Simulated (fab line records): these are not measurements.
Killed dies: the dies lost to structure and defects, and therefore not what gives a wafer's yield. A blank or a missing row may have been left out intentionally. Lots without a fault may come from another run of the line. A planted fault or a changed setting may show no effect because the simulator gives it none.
Lot-split experiment + flow n5 finfet + 7 lots, 21 wafers read, on a route of 1938 steps

SPLIT DETAILS
At N5_MOL_CONTACT_COAG_VIA_ETCH_117 (etches SiO2 in C4F6/O2, target depth 40 nm, overetch 8 nm, time 26 s), the setting bias w was moved away from the recipe's 455 W on 6 of the 21 wafers read, by -17.4% to +15.5%. For the rest of the wafers, this setting stayed at what the recipe calls for.

Reading taken at the split's own step.

THE READING
rf vpp V, in V, at N5_MOL_CONTACT_COAG_VIA_ETCH_117 (etches SiO2 in C4F6/O2, target depth 40 nm, overetch 8 nm, time 26 s). Fault-free wafers of this fab line usually give 1569 V, standard deviation 30 V.

| wafer  | tool, chamber at the split | bias w as run, W | against the recipe | rf vpp V, V | against lot-mates on the recipe |
|--------|----------------------------|------------------|--------------------|-------------|---------------------------------|
| L081.1 | rie diel-02, 1             | 455              | recipe             | 1541        | -                               |
| L081.2 | rie diel-02, 3             | 455              | recipe             | 1559        | -                               |
| L081.3 | rie diel-02, 0             | 455              | recipe             | 1553        | -                               |
| L082.2 | rie diel-02, 0             | 455              | recipe             | 1553        | -                               |
| L082.4 | rie diel-02, 2             | 455              | recipe             | 1625        | -                               |
| L082.6 | rie diel-02, 2             | 455              | recipe             | 1627        | -                               |
| L083.2 | rie diel-06, 0             | 455              | recipe             | 1576        | -                               |
| L083.3 | rie diel-06, 1             | 455              | recipe             | 1592        | -                               |
| L083.6 | rie diel-06, 3             | 418.3            | -8.1%              | 1462        | -122                            |
| L085.1 | rie diel-02, 3             | 525.3            | +15.5%             | 1735        | no lot-mate on the recipe       |
| L085.2 | rie diel-02, 0             | 525.3            | +15.5%             | 1726        | no lot-mate on the recipe       |
| L085.5 | rie diel-02, 1             | 525.3            | +15.5%             | 1716        | no lot-mate on the recipe       |
| L087.3 | rie diel-02, 0             | 455              | recipe             | 1552        | -                               |
| L087.4 | rie diel-02, 2             | 455              | recipe             | 1627        | -                               |
| L087.5 | rie diel-02, 0             | 455              | recipe             | 1553        | -                               |
| L091.1 | rie diel-01, 3             | 455              | recipe             | 1623        | -                               |
| L091.2 | rie diel-01, 2             | 455              | recipe             | 1575        | -                               |
| L091.6 | rie diel-01, 3             | 455              | recipe             | 1625        | -                               |
| L093.3 | rie diel-02, 0             | 376              | -17.4%             | 1345        | -207                            |
| L093.4 | rie diel-02, 3             | 376              | -17.4%             | 1350        | -202                            |
| L093.5 | rie diel-02, 0             | 455              | recipe             | 1552        | -                               |

THE FIT
A straight line over all 21 wafers: rf vpp V changes by +11.4 V for each +1% of bias w; r = +0.95; the points scatter about the line by 33 V.
The same after taking each lot's own level away (the mean of its wafers on the recipe; 18 wafers): +12 V for each +1%; r = +0.95; scatter 25 V.
According to that fit, moving bias w by its largest amount changes the reading by 2.1e+02 V.
From 1551.0 to 1607.7 V: that is the span of the lots' own levels, equal to 1.9 times the standard deviation above.
The two slopes agree, so the slope changes little with the lot-to-lot level.
Check: -213 V against its lot-mates is what the line predicts for one of the wafers moved furthest among these (-17.4%) when that wafer is left out of the fit. Against them it came out at -207 V.
Tool readings at the split's step, against how far the setting was moved: rf vpp V r = +0.95.

OTHER SPLITS ON THESE WAFERS
Note: prior to the reading, these wafers also went through further splits. Each is held against what the fit with the lots' levels taken away leaves over:
| other split on the same wafers       | wafers away from the commonest value | r with rf vpp V (lot level and that fit taken away) |
|--------------------------------------|--------------------------------------|-----------------------------------------------------|
| N5_MOL_CONTACT_COAG_DESCUM_45 time s | 2                                    | -0.25                                               |

FILE'S OWN FIT
rf vpp V changes by +12.4 V for each +1% of bias w, r = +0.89.
